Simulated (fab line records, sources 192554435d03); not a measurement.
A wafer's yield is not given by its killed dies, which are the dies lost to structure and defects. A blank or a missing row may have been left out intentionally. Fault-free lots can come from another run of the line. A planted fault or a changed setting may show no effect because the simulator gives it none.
A struck lot beside a sound one / flow n5-finfet / 19 steps out of a route of 1938
Sound: the wafers L517.1, L517.3, L517.5. Struck: wafers L513.3, L513.5 (left out: L513.6, a lot-mate that was not struck); the cause follows at the end.
For every step that has rows: the tool of each side, followed by ch and its chambers, followed by its first start. Under that, the readings that differ: sound wafers / struck wafers / difference of the means / sigmas: that difference in standard deviations of wafers without a fault.
alike: readings whose means differ by less than 2 such deviations, and words and numbers that are the same on both sides. not compared: withheld readings, readings that some wafer has no value for, bounds like >300 that may hide the same value, and numbers for which the record gives no deviation and whose values overlap.
The two part at a step that has a row with sigmas, a row that says differs or no value, or rows on one side only. Numbers that don't overlap but have no deviation are shown without sigmas and don't part them. A reading missing from all wafers of one side parts the sides only when that side holds two or more wafers.

first, 9 steps without rows for these wafers: N5_GATE_CUT_COAT_07 (resist thk 30 nm); N5_GATE_CUT_EBR_09; N5_GATE_CUT_SOFTBAKE_08 (time 60 s); N5_GATE_CUT_EXPOSE_10 (exposes mask GATE CUT, target cd 20 nm); N5_GATE_CUT_PEB_11 (peb time 60 s); N5_GATE_CUT_DEVELOP_12 (develop time 30 s); N5_GATE_CUT_DESCUM_18 (chemistry O2, time 7 s); N5_GATE_CUT_ETCH_28 (etches underlayer in N2/H2, target depth 13 nm, time 10.4 s); N5_GATE_CUT_ETCH_36 (etches SiARC in CF4, target depth 13 nm, time 21.7 s).
N5_GATE_CUT_ETCH_37: etches SOC in N2/H2, target depth 60 nm, overetch 12 nm, time 90 s.
  sound on rie-diel-03 ch 0,1, day 9 00:59; struck on rie-diel-01 ch 2,3, day 8 00:13
reading=model.SiARC_of_GATE_CUT_COAT_35.thk-nm (nm); sound=6 6 6; struck=4.6 4.6; difference=-1.4; sigmas=
reading=model.GATE_CUT.cd-nm (nm); sound=20.4 19.8 19.8; struck=20.8 20.8; difference=+0.8; sigmas=
  alike: drypump-motor-current-A, oes-product-au, rf-vpp-V, showerhead-plenum-p-Torr, throttle-valve-pct
  not compared: rf-hours-counter-h
then, 5 steps without rows for these wafers: N5_GATE_CUT_STRIP_38 (strips in N2/H2); N5_GATE_CUT_STRIP_39 (strips in N2/H2); N5_GATE_CUT_HM_OPEN_40 (chemistry C4F6/O2, target SiO2, target depth 139 nm, time 85.1 s); N5_GATE_CUT_STRIP_41 (strips in CF4); N5_GATE_CUT_STRIP_42 (strips in O2).
N5_GATE_CUT_ETCH_19: etches SiNx in CH3F/O2, target depth 53.7 nm, time 76.7 s.
  sound on rie-diel-03 ch 0,1, day 9 01:11; struck on rie-diel-01 ch 2,3, day 8 00:26
reading=model.GATE_CUT.cd-nm (nm); sound=20.4 19.8 19.8; struck=20.8 21; difference=+0.9; sigmas=
  alike: drypump-motor-current-A, etch-rf-on-time-s, oes-product-au, rf-vpp-V, showerhead-plenum-p-Torr, throttle-valve-pct
  not compared: rf-hours-counter-h
then, 1 step without rows for these wafers: N5_GATE_CUT_CUT_ETCH_53 (etches W in SF6/Cl2, target depth 79.2 nm).
-- record jumps: 3 days separate the struck wafers' starts on either side; left off in module GATE_CUT, taken up again in module BEOL_M4, whose first shown step is the route's number 1111 --
N5_BEOL_M4_RC_MEAS_101:
  sound on prober-01 ch 0, day 11 21:40; struck on prober-01 ch 0, day 11 06:01
reading=DIBL_N (mV/V); sound=39.5 41.2 39.4; struck=35.5 35.4; difference=-4.6; sigmas=-3
reading=DIBL_P (mV/V); sound=40.3 40.7 39.9; struck=35.6 35.9; difference=-4.5; sigmas=-2
reading=IOFF_N (nA/um); sound=0.22 0.25 0.22; struck=0.15 0.14; difference=-0.08; sigmas=-3
reading=ION_N (uA/um); sound=689 695 702; struck=667 669; difference=-27; sigmas=-2
reading=SS_P (mV/dec); sound=75.0 74.6 74.7; struck=72.9 72.6; difference=-2.0; sigmas=-3
  alike: IOFF_P, ION_P, SS_N, VT_N, VT_P
-- record jumps: 4 days separate the struck wafers' starts on either side; left off in module BEOL_M4, taken up again in module PASSIVATION, whose first shown step is the route's number 1936 --
N5_PASSIVATION_PROBE_49:
  the record has rows for the struck wafers here (prober-02, day 15 03:50) and none for the sound ones

== WHERE THEY PART ==
At N5_BEOL_M4_RC_MEAS_101 first; at N5_PASSIVATION_PROBE_49 last (within this record only).

WHY: what the simulator had put in
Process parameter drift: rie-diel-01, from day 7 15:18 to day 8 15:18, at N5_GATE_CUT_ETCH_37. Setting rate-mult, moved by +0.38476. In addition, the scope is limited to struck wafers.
